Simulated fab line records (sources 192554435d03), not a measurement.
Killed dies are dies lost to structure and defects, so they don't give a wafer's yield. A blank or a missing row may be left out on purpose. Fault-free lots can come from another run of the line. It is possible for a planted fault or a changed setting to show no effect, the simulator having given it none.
fab line records / flow n5-finfet
record: lots: 5 wafers: 15 last-day: 19
route steps=1938 shown WELL_APT@37 PMOS_HMC_CHANNEL_EPI@57 BEOL_M4@1111 PASSIVATION@1936
lots with no fault: from the same line, run without faults
start-h: hours from the record's first day to the start of the lot's first wafer shown / wait-h: how many hours have passed since the lot's step before this one / " the same as in the row above / L1.1+2: several wafers, shown together as one row / - no value present, or no start provided / * or withheld: withheld / < > ~ a bound
route shown NAME@n: NAME is a module with steps in the file, n the number in the route of the first one / usual: mean/standard deviation of fault-free wafers / same: alike in all rows / chamber/n: place in a boat / sites: per-site readings / _std_site: how widely they spread, as a standard deviation / _edge_site: inner sites' mean taken away from outer sites' mean / radius-mm: for every site, how far away it sits from the centre of the wafer / mask NAME#n: copy n / behind: the last tool/chamber to shape the wafer / hold: the reason the lot was held/the length of the hold in hours/how it ended / device: the transistor (n, p or np) that didn't switch / end of line: at the end of the route, the tests of the same wafers / step lacking rows: just its recipe / killed: not the wafer's yield, but the dies lost to structure and defects at the first sort / map: dies across one wafer; x = killed, . = not, _ = none there
set.NAME: the run value of the setting; set.NAME@STEP: its run value at that earlier step / model.NAME: the simulator's own value behind a step, which no gauge read
lots seen at some steps along the route; tables by step, rows by wafer
services: when a tool's chamber went out of use (start-h, in hours from the record's first day, below 0 if earlier), for how many hours, and the reason
== steps ==
step: N5_WELL_APT_EBR_21
recipe: solvent: PGMEA ebr-width-mm: 1.5
step: N5_WELL_APT_SOFTBAKE_20
recipe: temp-c: 130 time-s: 60
step: N5_WELL_APT_EXPOSE_22
recipe: mask-id: PWELL na: 0.8 source-shape: conventional sigma-outer: 0.8 polarization: unpolarized defocus-nm: 0 target-cd-nm: 200 dose-mj: 23.2
step: N5_WELL_APT_PEB_23
recipe: peb-temp-c: 130 peb-time-s: 90
step: N5_WELL_APT_DEVELOP_24
recipe: develop-time-s: 45 rinse-liquid: surfactant-rinse dry: air-spin dev-temp-c: 21
step: N5_WELL_APT_HARDBAKE_29
recipe: temp-c: 130 time-s: 120
step: N5_WELL_APT_DESCUM_30
recipe: chemistry: O2 time-s: 7.9 source-power-w: 50 bias-power-w: 20 pressure-mtorr: 20 rf-frequency-hz: 2.712e+07 temp-c: 40 o2-flow-sccm: 225
step: N5_WELL_APT_IMPLANT_31
recipe: species: B energy-kev: 60 dose-cm2: 1.5e+13 tilt-deg: 0 rotation-deg: 0
step: N5_WELL_APT_IMPLANT_32
recipe: species: BF2 energy-kev: 50 dose-cm2: 2e+13 tilt-deg: 0 rotation-deg: 0
step: N5_WELL_APT_STRIP_33
recipe: chemistry: SPM time-s: 900 temp-c: 130 h2so4-h2o2-vol-ratio: 4 dry: ipa-marangoni
lot.wafer=L729.1+5+6 tool=wet-bench-05 chamber=0,4,3 start-h=57.98 wait-h=0.2
lot.wafer=L731.2+4+6 tool=wet-bench-05 chamber=5,1,3 start-h=69.40 wait-h=0.2
lot.wafer=L732.1+2+4 tool=wet-bench-05 chamber=3,4,0 start-h=76.07 wait-h=0.2
lot.wafer=L743.1+4+5 tool=wet-bench-06 chamber=3,2,7 start-h=141.40 wait-h=0.2
lot.wafer=L744.3+5+6 tool=wet-bench-05 chamber=2,7,0 start-h=147.60 wait-h=0.1
step: N5_WELL_APT_RTA_34
recipe: temp-c: 1000 time-s: 10 ambient: N2 idle-temp-c: 600 ramp-up-c-per-s: 150 ramp-down-c-per-s: 60 cool-to-c: 600
step: N5_WELL_APT_OXIDE_STRIP_42
recipe: chemistry: dHF dilution: 25:1 time-s: 45 temp-c: 25 target: SiO2 target-depth-a: 120
step: N5_WELL_APT_PRECLEAN_36
recipe: chemistry: O3/DIW time-s: 45 temp-c: 22 o3-ppm: 10
step: N5_WELL_APT_PRECLEAN_39
recipe: chemistry: dHF time-s: 60 dilution: 150:1 temp-c: 25
step: N5_WELL_APT_SRD_37
recipe: dry: ipa-marangoni do-ppb: 5 time-s: 30 temp-c: 23 rinse-liquid: diw
step: N5_WELL_APT_EPI_41
recipe: material: Si target-thk-a: 500 temp-c: 650 precursor: SiH4/H2 pressure-torr: 20 time-s: 297.7
step: N5_WELL_APT_INSPECT_38
recipe: inspect-instrument: darkfield mode: post-epi
usual: raw-defect-count: 13/5
lot.wafer=L729.1 tool=defect-inspect-02 chamber=- start-h=59.57 wait-h=0.7 raw-defect-count=490
lot.wafer=L729.5 tool=defect-inspect-02 chamber=- start-h=59.57 wait-h=0.7 raw-defect-count=505
lot.wafer=L729.6 tool=defect-inspect-02 chamber=- start-h=59.57 wait-h=0.7 raw-defect-count=479
lot.wafer=L731.2 tool=defect-inspect-02 chamber=- start-h=71.37 wait-h=1.0 raw-defect-count=471
lot.wafer=L731.4 tool=defect-inspect-02 chamber=- start-h=71.37 wait-h=1.0 raw-defect-count=465
lot.wafer=L731.6 tool=defect-inspect-02 chamber=- start-h=71.37 wait-h=1.0 raw-defect-count=485
lot.wafer=L732.1 tool=defect-inspect-01 chamber=- start-h=77.49 wait-h=0.6 raw-defect-count=435
lot.wafer=L732.2 tool=defect-inspect-01 chamber=- start-h=77.49 wait-h=0.6 raw-defect-count=479
lot.wafer=L732.4 tool=defect-inspect-01 chamber=- start-h=77.49 wait-h=0.6 raw-defect-count=482
lot.wafer=L743.1 tool=defect-inspect-02 chamber=- start-h=142.76 wait-h=0.7 raw-defect-count=12
lot.wafer=L743.4 tool=defect-inspect-02 chamber=- start-h=142.76 wait-h=0.7 raw-defect-count=26
lot.wafer=L743.5 tool=defect-inspect-02 chamber=- start-h=142.76 wait-h=0.7 raw-defect-count=14
lot.wafer=L744.3 tool=defect-inspect-02 chamber=- start-h=149.26 wait-h=0.6 raw-defect-count=9
lot.wafer=L744.5 tool=defect-inspect-02 chamber=- start-h=149.26 wait-h=0.6 raw-defect-count=13
lot.wafer=L744.6 tool=defect-inspect-02 chamber=- start-h=149.26 wait-h=0.6 raw-defect-count=12
step: N5_PMOS_HMC_CHANNEL_EPI_HM_DEP_34
recipe: material: SiO2 target-thk-a: 360 temp-c: 400 precursor: TEOS/O2 pressure-torr: 6.5 rf-w: 900 teos-flow-sccm: 161.4 gas: O2 flow-sccm: 2650 time-s: 6.9
step: N5_PMOS_HMC_CHANNEL_EPI_COAT_31
recipe: resist: BARC temp-c: 205 time-s: 60 spin-rpm: 1500 resist-thk-nm: 66
step: N5_PMOS_HMC_CHANNEL_EPI_COAT_03
recipe: resist: CAR-ArF-block spin-rpm: 1500 resist-thk-nm: 205
step: N5_PMOS_HMC_CHANNEL_EPI_EBR_05
recipe: solvent: PGMEA ebr-width-mm: 1.5
step: N5_PMOS_HMC_CHANNEL_EPI_SOFTBAKE_04
recipe: temp-c: 110 time-s: 60 resist: CAR-ArF-block
step: N5_PMOS_HMC_CHANNEL_EPI_EXPOSE_06
recipe: mask-id: PMOS_HMC_BLK na: 1.35 source-shape: conventional sigma-outer: 0.8 polarization: unpolarized target-cd-nm: 240 dose-mj: 41
step: N5_PMOS_HMC_CHANNEL_EPI_PEB_07
recipe: peb-temp-c: 110 peb-time-s: 60 resist: CAR-ArF-block
step: N5_PMOS_HMC_CHANNEL_EPI_DEVELOP_08
recipe: develop-time-s: 30 developer: TMAH resist: CAR-ArF-block dev-temp-c: 23 rinse-liquid: diw dry: air-spin
step: N5_PMOS_HMC_CHANNEL_EPI_INSPECT_11
recipe: mode: adi inspect-instrument: macro
usual: raw-defect-count: 2.0/1.3
lot.wafer=L729.1 tool=defect-inspect-01 chamber=- start-h=59.95 wait-h=0.0 raw-defect-count=>300
lot.wafer=L729.5 tool=defect-inspect-01 chamber=- start-h=59.95 wait-h=0.0 raw-defect-count=>300
lot.wafer=L729.6 tool=defect-inspect-01 chamber=- start-h=59.95 wait-h=0.0 raw-defect-count=>300
lot.wafer=L731.2 tool=defect-inspect-01 chamber=- start-h=71.74 wait-h=0.0 raw-defect-count=>300
lot.wafer=L731.4 tool=defect-inspect-01 chamber=- start-h=71.74 wait-h=0.0 raw-defect-count=>300
lot.wafer=L731.6 tool=defect-inspect-01 chamber=- start-h=71.74 wait-h=0.0 raw-defect-count=>300
lot.wafer=L732.1 tool=defect-inspect-01 chamber=- start-h=77.99 wait-h=0.0 raw-defect-count=>300
lot.wafer=L732.2 tool=defect-inspect-01 chamber=- start-h=77.99 wait-h=0.0 raw-defect-count=>300
lot.wafer=L732.4 tool=defect-inspect-01 chamber=- start-h=77.99 wait-h=0.0 raw-defect-count=>300
lot.wafer=L743.1 tool=defect-inspect-01 chamber=- start-h=143.13 wait-h=0.0 raw-defect-count=3
lot.wafer=L743.4 tool=defect-inspect-01 chamber=- start-h=143.13 wait-h=0.0 raw-defect-count=1
lot.wafer=L743.5 tool=defect-inspect-01 chamber=- start-h=143.13 wait-h=0.0 raw-defect-count=4
lot.wafer=L744.3 tool=defect-inspect-01 chamber=- start-h=149.77 wait-h=0.0 raw-defect-count=0
lot.wafer=L744.5 tool=defect-inspect-01 chamber=- start-h=149.77 wait-h=0.0 raw-defect-count=1
lot.wafer=L744.6 tool=defect-inspect-01 chamber=- start-h=149.77 wait-h=0.0 raw-defect-count=0
step: N5_PMOS_HMC_CHANNEL_EPI_DESCUM_14
recipe: chemistry: O2 time-s: 7.9 source-power-w: 50 bias-power-w: 20 pressure-mtorr: 20 rf-frequency-hz: 2.712e+07 temp-c: 40 resist: CAR-ArF-block o2-flow-sccm: 225
step: N5_BEOL_M4_RC_MEAS_101
usual: DIBL_N: 36.0/1.9 DIBL_P: 35.6/2.2 IOFF_N: 0.15/0.031 IOFF_P: 0.19/0.032 ION_N: 668/11 ION_P: 455/7.2 SS_N: 71.5/0.65 SS_P: 73.4/0.64 VT_N: 251/3.6 VT_P: -253/3.3
lot.wafer=L729.1 tool=prober-01 chamber=0 start-h=245.98 wait-h=0.0 DIBL_N[mV/V]=34.8 DIBL_P[mV/V]=33.2 IOFF_N[nA/um]=0.11 IOFF_P[nA/um]=0.16 ION_N[uA/um]=650 ION_P[uA/um]=446 SS_N[mV/dec]=70.3 SS_P[mV/dec]=72.5 VT_N[mV]=256 VT_P[mV]=-258
lot.wafer=L729.5 tool=prober-01 chamber=0 start-h=245.98 wait-h=0.0 DIBL_N[mV/V]=35.6 DIBL_P[mV/V]=34.2 IOFF_N[nA/um]=0.12 IOFF_P[nA/um]=0.16 ION_N[uA/um]=651 ION_P[uA/um]=445 SS_N[mV/dec]=71.3 SS_P[mV/dec]=72.6 VT_N[mV]=255 VT_P[mV]=-252
lot.wafer=L729.6 tool=prober-01 chamber=0 start-h=245.98 wait-h=0.0 DIBL_N[mV/V]=34.7 DIBL_P[mV/V]=33.7 IOFF_N[nA/um]=0.12 IOFF_P[nA/um]=0.16 ION_N[uA/um]=650 ION_P[uA/um]=447 SS_N[mV/dec]=70.7 SS_P[mV/dec]=72.6 VT_N[mV]=256 VT_P[mV]=-258
lot.wafer=L731.2 tool=prober-02 chamber=0 start-h=277.37 wait-h=0.2 DIBL_N[mV/V]=34.3 DIBL_P[mV/V]=34.2 IOFF_N[nA/um]=0.13 IOFF_P[nA/um]=0.18 ION_N[uA/um]=665 ION_P[uA/um]=452 SS_N[mV/dec]=72.5 SS_P[mV/dec]=72.6 VT_N[mV]=252 VT_P[mV]=-252
lot.wafer=L731.4 tool=prober-02 chamber=0 start-h=277.37 wait-h=0.2 DIBL_N[mV/V]=32.2 DIBL_P[mV/V]=32.5 IOFF_N[nA/um]=0.11 IOFF_P[nA/um]=0.16 ION_N[uA/um]=653 ION_P[uA/um]=449 SS_N[mV/dec]=70.8 SS_P[mV/dec]=72.8 VT_N[mV]=253 VT_P[mV]=-253
lot.wafer=L731.6 tool=prober-02 chamber=0 start-h=277.37 wait-h=0.2 DIBL_N[mV/V]=34.1 DIBL_P[mV/V]=35.5 IOFF_N[nA/um]=0.14 IOFF_P[nA/um]=0.20 ION_N[uA/um]=666 ION_P[uA/um]=458 SS_N[mV/dec]=71.3 SS_P[mV/dec]=73.2 VT_N[mV]=250 VT_P[mV]=-251
lot.wafer=L732.1 tool=prober-01 chamber=0 start-h=288.16 wait-h=0.0 DIBL_N[mV/V]=35.0 DIBL_P[mV/V]=34.0 IOFF_N[nA/um]=0.14 IOFF_P[nA/um]=0.17 ION_N[uA/um]=665 ION_P[uA/um]=455 SS_N[mV/dec]=71.5 SS_P[mV/dec]=73.4 VT_N[mV]=251 VT_P[mV]=-252
lot.wafer=L732.2 tool=prober-01 chamber=0 start-h=288.16 wait-h=0.0 DIBL_N[mV/V]=35.0 DIBL_P[mV/V]=35.2 IOFF_N[nA/um]=0.14 IOFF_P[nA/um]=0.19 ION_N[uA/um]=667 ION_P[uA/um]=461 SS_N[mV/dec]=70.5 SS_P[mV/dec]=73.4 VT_N[mV]=249 VT_P[mV]=-249
lot.wafer=L732.4 tool=prober-01 chamber=0 start-h=288.16 wait-h=0.0 DIBL_N[mV/V]=35.8 DIBL_P[mV/V]=35.6 IOFF_N[nA/um]=0.16 IOFF_P[nA/um]=0.20 ION_N[uA/um]=677 ION_P[uA/um]=457 SS_N[mV/dec]=69.9 SS_P[mV/dec]=73.8 VT_N[mV]=247 VT_P[mV]=-251
lot.wafer=L743.1 tool=prober-02 chamber=0 start-h=325.81 wait-h=0.0 DIBL_N[mV/V]=39.4 DIBL_P[mV/V]=40.4 IOFF_N[nA/um]=0.24 IOFF_P[nA/um]=0.31 ION_N[uA/um]=692 ION_P[uA/um]=473 SS_N[mV/dec]=73.1 SS_P[mV/dec]=74.7 VT_N[mV]=244 VT_P[mV]=-243
lot.wafer=L743.4 tool=prober-02 chamber=0 start-h=325.81 wait-h=0.0 DIBL_N[mV/V]=37.2 DIBL_P[mV/V]=36.9 IOFF_N[nA/um]=0.18 IOFF_P[nA/um]=0.23 ION_N[uA/um]=681 ION_P[uA/um]=465 SS_N[mV/dec]=72.0 SS_P[mV/dec]=73.5 VT_N[mV]=248 VT_P[mV]=-248
lot.wafer=L743.5 tool=prober-02 chamber=0 start-h=325.81 wait-h=0.0 DIBL_N[mV/V]=36.8 DIBL_P[mV/V]=36.4 IOFF_N[nA/um]=0.17 IOFF_P[nA/um]=0.22 ION_N[uA/um]=673 ION_P[uA/um]=456 SS_N[mV/dec]=72.0 SS_P[mV/dec]=73.3 VT_N[mV]=248 VT_P[mV]=-249
lot.wafer=L744.3 tool=prober-02 chamber=0 start-h=334.02 wait-h=0.3 DIBL_N[mV/V]=31.3 DIBL_P[mV/V]=31.4 IOFF_N[nA/um]=0.09 IOFF_P[nA/um]=0.12 ION_N[uA/um]=643 ION_P[uA/um]=437 SS_N[mV/dec]=70.9 SS_P[mV/dec]=73.3 VT_N[mV]=258 VT_P[mV]=-261
lot.wafer=L744.5 tool=prober-02 chamber=0 start-h=334.02 wait-h=0.3 DIBL_N[mV/V]=30.9 DIBL_P[mV/V]=31.4 IOFF_N[nA/um]=0.09 IOFF_P[nA/um]=0.12 ION_N[uA/um]=644 ION_P[uA/um]=437 SS_N[mV/dec]=71.8 SS_P[mV/dec]=72.3 VT_N[mV]=260 VT_P[mV]=-263
lot.wafer=L744.6 tool=prober-02 chamber=0 start-h=334.02 wait-h=0.3 DIBL_N[mV/V]=33.4 DIBL_P[mV/V]=34.2 IOFF_N[nA/um]=0.12 IOFF_P[nA/um]=0.14 ION_N[uA/um]=659 ION_P[uA/um]=441 SS_N[mV/dec]=71.5 SS_P[mV/dec]=73.0 VT_N[mV]=257 VT_P[mV]=-262
step: N5_PASSIVATION_PROBE_49
usual: defect-limited-yield: 91.3/1.4 killed_at_M0_to_M3: 34/10 killed_at_M4_up: 14/5.5 killed-at-contacts: 12/6 killed-at-front-end: 40/10 killed-at-other: 3.0/2.4 killed-dies: 103/17 killed-open: 68/13 killed-short: 34/7.8 sort_bin_5_function: 5.1/0.97 sort_bin_6_memory: 3.3/0.66 sort_bin_8_speed: 0.02/0.12 sort-n-pass: 1077/17 sort-yield-pct: 91.2/1.4
same: gross-dies: 1180 killed-at-back-side: 0 sort_bin_4_leakage[%]: 0
lot.wafer=L729.1 tool=prober-01 chamber=- start-h=346.29 wait-h=0.0 defect-limited-yield[%]=82.0 killed_at_M0_to_M3=56 killed_at_M4_up=18 killed-at-contacts=8 killed-at-front-end=128 killed-at-other=2 killed-dies=212 killed-open=76 killed-short=28 sort_bin_5_function[%]=12.5 sort_bin_6_memory[%]=3.9 sort_bin_8_speed[%]=0 sort-n-pass=968 sort-yield-pct[%]=82.0
lot.wafer=L729.5 tool=prober-01 chamber=- start-h=346.49 wait-h=0.2 defect-limited-yield[%]=82.4 killed_at_M0_to_M3=33 killed_at_M4_up=18 killed-at-contacts=12 killed-at-front-end=145 killed-at-other=0 killed-dies=208 killed-open=58 killed-short=36 sort_bin_5_function[%]=11.2 sort_bin_6_memory[%]=4.3 sort_bin_8_speed[%]=0.08 sort-n-pass=971 sort-yield-pct[%]=82.3
lot.wafer=L729.6 tool=prober-01 chamber=- start-h=346.54 wait-h=0.3 defect-limited-yield[%]=83.1 killed_at_M0_to_M3=34 killed_at_M4_up=13 killed-at-contacts=6 killed-at-front-end=146 killed-at-other=0 killed-dies=199 killed-open=53 killed-short=27 sort_bin_5_function[%]=10.3 sort_bin_6_memory[%]=4.4 sort_bin_8_speed[%]=0 sort-n-pass=981 sort-yield-pct[%]=83.1
lot.wafer=L731.2 tool=prober-02 chamber=- start-h=378.52 wait-h=0.1 defect-limited-yield[%]=84.2 killed_at_M0_to_M3=21 killed_at_M4_up=14 killed-at-contacts=9 killed-at-front-end=142 killed-at-other=1 killed-dies=187 killed-open=41 killed-short=24 sort_bin_5_function[%]=10.4 sort_bin_6_memory[%]=2.8 sort_bin_8_speed[%]=0 sort-n-pass=993 sort-yield-pct[%]=84.2
lot.wafer=L731.4 tool=prober-02 chamber=- start-h=378.62 wait-h=0.2 defect-limited-yield[%]=87.3 killed_at_M0_to_M3=22 killed_at_M4_up=15 killed-at-contacts=11 killed-at-front-end=98 killed-at-other=4 killed-dies=150 killed-open=64 killed-short=18 sort_bin_5_function[%]=7.7 sort_bin_6_memory[%]=3.3 sort_bin_8_speed[%]=0 sort-n-pass=1030 sort-yield-pct[%]=87.3
lot.wafer=L731.6 tool=prober-02 chamber=- start-h=378.72 wait-h=0.3 defect-limited-yield[%]=83.7 killed_at_M0_to_M3=20 killed_at_M4_up=18 killed-at-contacts=5 killed-at-front-end=148 killed-at-other=1 killed-dies=192 killed-open=44 killed-short=24 sort_bin_5_function[%]=10.3 sort_bin_6_memory[%]=3.9 sort_bin_8_speed[%]=0 sort-n-pass=988 sort-yield-pct[%]=83.7
lot.wafer=L732.1 tool=prober-01 chamber=- start-h=397.34 wait-h=0.0 defect-limited-yield[%]=83.1 killed_at_M0_to_M3=23 killed_at_M4_up=11 killed-at-contacts=3 killed-at-front-end=154 killed-at-other=8 killed-dies=199 killed-open=54 killed-short=33 sort_bin_5_function[%]=10.3 sort_bin_6_memory[%]=4.9 sort_bin_8_speed[%]=0 sort-n-pass=981 sort-yield-pct[%]=83.1
lot.wafer=L732.2 tool=prober-01 chamber=- start-h=397.39 wait-h=0.1 defect-limited-yield[%]=81.3 killed_at_M0_to_M3=20 killed_at_M4_up=21 killed-at-contacts=14 killed-at-front-end=163 killed-at-other=3 killed-dies=221 killed-open=71 killed-short=26 sort_bin_5_function[%]=13.0 sort_bin_6_memory[%]=3.7 sort_bin_8_speed[%]=0 sort-n-pass=959 sort-yield-pct[%]=81.3
lot.wafer=L732.4 tool=prober-01 chamber=- start-h=397.49 wait-h=0.2 defect-limited-yield[%]=81.7 killed_at_M0_to_M3=30 killed_at_M4_up=24 killed-at-contacts=4 killed-at-front-end=156 killed-at-other=2 killed-dies=216 killed-open=62 killed-short=33 sort_bin_5_function[%]=11.8 sort_bin_6_memory[%]=4.6 sort_bin_8_speed[%]=0 sort-n-pass=964 sort-yield-pct[%]=81.7
killed by level:class
L729.1 WELL_APT:unspecified=108 BEOL_M3:geometric-particle:open=13 BEOL_M0_SAQP:geometric-particle:short=11 BEOL_M0_SAQP:geometric-particle:open=11 BEOL_M4:geometric-particle:open=10 MOL_CONTACT_COAG:geometric-particle:open=8 BEOL_M1:geometric-particle:open=7 BEOL_M2:geometric-particle:open=7
L729.5 WELL_APT:unspecified=113 STI_FIN_REVEAL:geometric-particle:open=9 MOL_CONTACT_COAG:geometric-particle:open=8 BEOL_M0_SAQP:geometric-particle:short=8 BEOL_M1:geometric-particle:open=8 BEOL_M4:geometric-particle:open=8 BEOL_M4:geometric-particle:short=8 BEOL_M3:geometric-particle:open=7
L729.6 WELL_APT:unspecified=118 BEOL_M1:geometric-particle:open=10 BEOL_M4:geometric-particle:open=8 STI_FIN_REVEAL:geometric-particle:open=6 BEOL_M0_SAQP:geometric-particle:short=6 STARTING-WAFER:geometric-particle:short=6 FIN_SAQP:geometric-particle:short=5 FIN_SAQP:geometric-particle:open=5
L731.2 WELL_APT:unspecified=116 STI_FIN_REVEAL:geometric-particle:open=7 BEOL_M4:geometric-particle:open=6 MOL_CONTACT_COAG:geometric-particle:short=5 DUMMY_GATE:geometric-particle:open=4 MOL_CONTACT_COAG:geometric-particle:open=4 BEOL_M0_SAQP:geometric-particle:short=4 BEOL_M0_SAQP:geometric-particle:open=4
L731.4 WELL_APT:unspecified=67 BEOL_M2:geometric-particle:open=12 STI_FIN_REVEAL:geometric-particle:open=10 MOL_CONTACT_COAG:geometric-particle:open=10 ILD0:geometric-particle:open=4 ILD0:geometric-particle:short=3 GATE_CUT:geometric-particle:open=3 BEOL_M4:geometric-particle:open=3
L731.6 WELL_APT:unspecified=118 BEOL_M4:geometric-particle:open=8 MOL_CONTACT_COAG:geometric-particle:open=5 BEOL_M2:geometric-particle:open=5 HKMG_FIN:area-etch=5 GATE_CUT:geometric-particle:short=4 FIN_SAQP:geometric-particle:open=3 GATE_CUT:geometric-particle:open=3
L732.1 WELL_APT:unspecified=112 FIN_SAQP:geometric-particle:short=9 GATE_CUT:geometric-particle:open=6 BEOL_M4:geometric-particle:open=6 STI_FIN_REVEAL:geometric-particle:open=5 GATE_CUT:geometric-particle:short=5 BEOL_M1:geometric-particle:open=5 STARTING-WAFER:geometric-particle:open=5
L732.2 WELL_APT:unspecified=119 FIN_SAQP:geometric-particle:open=16 MOL_CONTACT_COAG:geometric-particle:open=14 BEOL_M4:geometric-particle:open=9 DUMMY_GATE:geometric-particle:open=6 FIN_SAQP:geometric-particle:short=5 STI_FIN_REVEAL:geometric-particle:short=5 STI_FIN_REVEAL:geometric-particle:open=5
L732.4 WELL_APT:unspecified=120 BEOL_M4:geometric-particle:open=11 STI_FIN_REVEAL:geometric-particle:open=9 BEOL_M0_SAQP:geometric-particle:open=7 BEOL_M3:geometric-particle:open=7 GATE_CUT:geometric-particle:short=6 BEOL_M0_SAQP:geometric-particle:short=5 BEOL_M2:geometric-particle:open=4
map L729.1 (x killed, . not)
_________________............________________
______________..........x......._____________
___________............x...........__________
__________...x......................_________
________......x..........x..x.x....x.._______
_______..x.x...x.....................x.______
______....x.....x..x..........x...x..x.._____
_____.x.............................x....____
____...............................x......___
___.x........................x.............__
___........x..x.....x..............x.x.....__
__.........x..x....x.x......x....x......x..x_
__..x.........xxxxxxxxxxx..x................_
_...........xx.xxxxxxxxxx.x.....x...x...x....
_.............xxxxxxxxxxxx.x....x.x..........
_.....xx.....xxxxxxxxxxxx.x..x...x...........
_.....x.x....xxxxxxxxxxxxx....x.x.......x..xx
_............xxxxxxxxxxxx...................x
_.....x....x.xxxxxxxxxxxx.x..................
_.....x.......xxxxxxxxx.x.........x..........
_...........x..x.xxxxxx.x....................
__............x....x.xx...x.x...x..........x_
__...........xxx.......xx..x................_
___.....x.........xx........xx.....xx.x....__
___........................................__
____.....x...............x..x...........x.___
_____........x.....x.............x......x____
______.x....x..x........................_____
_______..........x...x.......x........x______
________........x....................._______
__________..........x..x.....x......_________
___________.........x.....x........__________
______________..x........x......_____________
_________________........x...________________
map L731.6 (x killed, . not)
_________________............________________
______________.................._____________
___________....x.............x.....__________
__________....x.......x............._________
________..................x...x......._______
_______................................______
______...x............x................._____
_____....................................____
____..xx..................................___
___.........x..............x...............__
___....................x..................x__
__.x.........x....x........................._
__.x........................................_
_......x..........x............x.............
_......................x..x..................
_...x....x.x...x....x............x...........
_....x.x..........x.x........................
_....xx..........xx.x.xxx..x............x....
_...........xx.x.xxxx.xxxxx...x..............
_.......xx.x.x.xxxxxxxxxxxx..................
_.........x...x.xxxxxxxxxx.xx...x...x....x...
__.............xxxxxxxxxxx.x..............x._
__...........xxxxxxxxxxxxxxx..........x..x.x_
___.x....x....xxxxxxxxxxxxxxx.............x__
___x...........xxxxxxxxxxxx................__
____x.x...x..xx.xxxxxxxxxx................___
_____..x......xxx....x.x.x...x...........____
______...........x..xx.................._____
_______..x......x............x.........______
________..x.........xx..............x._______
__________..x.......x......x........_________
___________....x.......x...........__________
______________.....x.......x...._____________
_________________x...........________________
== services ==
tool=wet-bench-06 chamber=- start-h=59.94 hours=2.1 kind=repair
tool=wet-bench-06 chamber=- start-h=143.08 hours=6.4 kind=repair
== key ==
first-sign: step: N5_WELL_APT_INSPECT_38 reading: raw-defect-count direction: up sigmas: 93 usual: 13 struck: 477
effect: step: N5_PMOS_HMC_CHANNEL_EPI_INSPECT_11 reading: raw-defect-count direction: up sigmas: 99+ usual: 2.0 struck: >300
effect: step: N5_PASSIVATION_PROBE_49 reading: killed-at-front-end direction: up sigmas: 9.7 usual: 40 struck: 142
more-kills-born-at: N5_WELL_APT_STRIP_33@wet-bench-05: 991
met-at N5_WELL_APT_STRIP_33
struck-wafers L729.1,L729.5,L729.6,L731.2,L731.4,L731.6,L732.1,L732.2,L732.4
fault: kind: chamber-particle-source tool: wet-bench-05 chamber: - onset-h: 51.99 steps: N5_WELL_APT_STRIP_33 rate-per-visit-cm2: 0.71172 end-h: 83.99
